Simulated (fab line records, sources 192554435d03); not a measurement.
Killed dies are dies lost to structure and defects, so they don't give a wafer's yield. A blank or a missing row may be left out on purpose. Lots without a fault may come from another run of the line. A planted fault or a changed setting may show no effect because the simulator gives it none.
Which tool did it? | flow n5_finfet | 12 lots, 36 wafers sampled, at 3 steps of a route of 1938

WHAT THE GAUGES READ, wafer by wafer
N5_FIN_SAQP_CD_MEAS_27: target cd 20 nm.
lot  | measured    | on        | cd_nm (nm)
L075 | day 2 07:07 | cd_sem-03 | 20.27 20.12 20.00
L077 | day 2 18:34 | cd_sem-01 | 20.51 20.27 20.44
L079 | day 3 07:53 | cd_sem-02 | 20.12 19.91 20.36
L081 | day 3 18:20 | cd_sem-02 | 20.19 19.90 19.63
L083 | day 4 06:05 | cd_sem-03 | 20.31 20.36 20.00
L085 | day 4 18:04 | cd_sem-01 | 20.20 20.59 20.48
L087 | day 5 05:47 | cd_sem-03 | 20.50 21.05 20.67
L089 | day 5 18:05 | cd_sem-03 | 20.34 20.05 20.45
L091 | day 6 07:30 | cd_sem-01 | 20.70 20.43 20.24
L093 | day 6 19:02 | cd_sem-01 | 19.74 20.06 20.27
L095 | day 7 05:50 | cd_sem-01 | 20.45 20.26 20.05
L097 | day 7 20:41 | cd_sem-02 | 20.32 20.34 20.64

WHICH TOOL RAN EACH LOT (tool, then ch and the chambers of the sampled wafers, then the start)
lot  | N5_FIN_SAQP_RECESS_75             | N5_FIN_SAQP_SPACER1_ETCHBACK_25
L075 | vapor_etch-01 ch 0,1, day 2 05:49 | rie_diel-04 ch 0,1,2, day 2 06:55
L077 | vapor_etch-02 ch 0,1, day 2 17:03 | rie_diel-04 ch 1,2, day 2 18:21
L079 | vapor_etch-02 ch 0,1, day 3 06:40 | rie_diel-05 ch 0,1,3, day 3 07:41
L081 | vapor_etch-01 ch 0,1, day 3 17:02 | rie_diel-05 ch 1,2,3, day 3 18:08
L083 | vapor_etch-02 ch 0,1, day 4 04:54 | rie_diel-06 ch 1,2, day 4 05:53
L085 | vapor_etch-01 ch 0,1, day 4 16:13 | rie_diel-04 ch 2,3, day 4 17:52
L087 | vapor_etch-02 ch 0,1, day 5 04:01 | rie_diel-05 ch 0,1,3, day 5 05:35
L089 | vapor_etch-01 ch 0,1, day 5 16:47 | rie_diel-04 ch 0,2,3, day 5 17:53
L091 | vapor_etch-01 ch 0, day 6 06:12   | rie_diel-05 ch 0,1,3, day 6 07:18
L093 | vapor_etch-02 ch 0,1, day 6 17:44 | rie_diel-06 ch 0,1, day 6 18:50
L095 | vapor_etch-02 ch 0,1, day 7 04:32 | rie_diel-04 ch 1,2,3, day 7 05:38
L097 | vapor_etch-01 ch 0,1, day 7 18:29 | rie_diel-04 ch 0,1,3, day 7 20:29
- N5_FIN_SAQP_RECESS_75: chemistry HF/NH3, target SiO2, target depth 14.4 nm, afs cycles 3, sublimation time 60 s.
- N5_FIN_SAQP_SPACER1_ETCHBACK_25: etches SiO2 in CHF3/O2, target depth 24.4 nm, time 12.2 s.

THE ANSWER, worked out from the rows above alone
Rule: what is usual is taken from the lots themselves. Put in order of their means at a reading, lots are off if they are a third of the lots or fewer, leave a main group of 4 or more, and stand apart from it by a gap of 3 or more times the standard deviation of the main group's means; of several such gaps the widest counts. A main group whose means are all the same, to the digits that the tables above print for the reading, isn't used. A lot without any number at a reading at which 4 lots or more have one is off too. The other lots that the step has rows for count as sound.
No lot is off at any reading shown: from this, nothing can be told.

WHAT THE SIMULATOR HAD PUT IN
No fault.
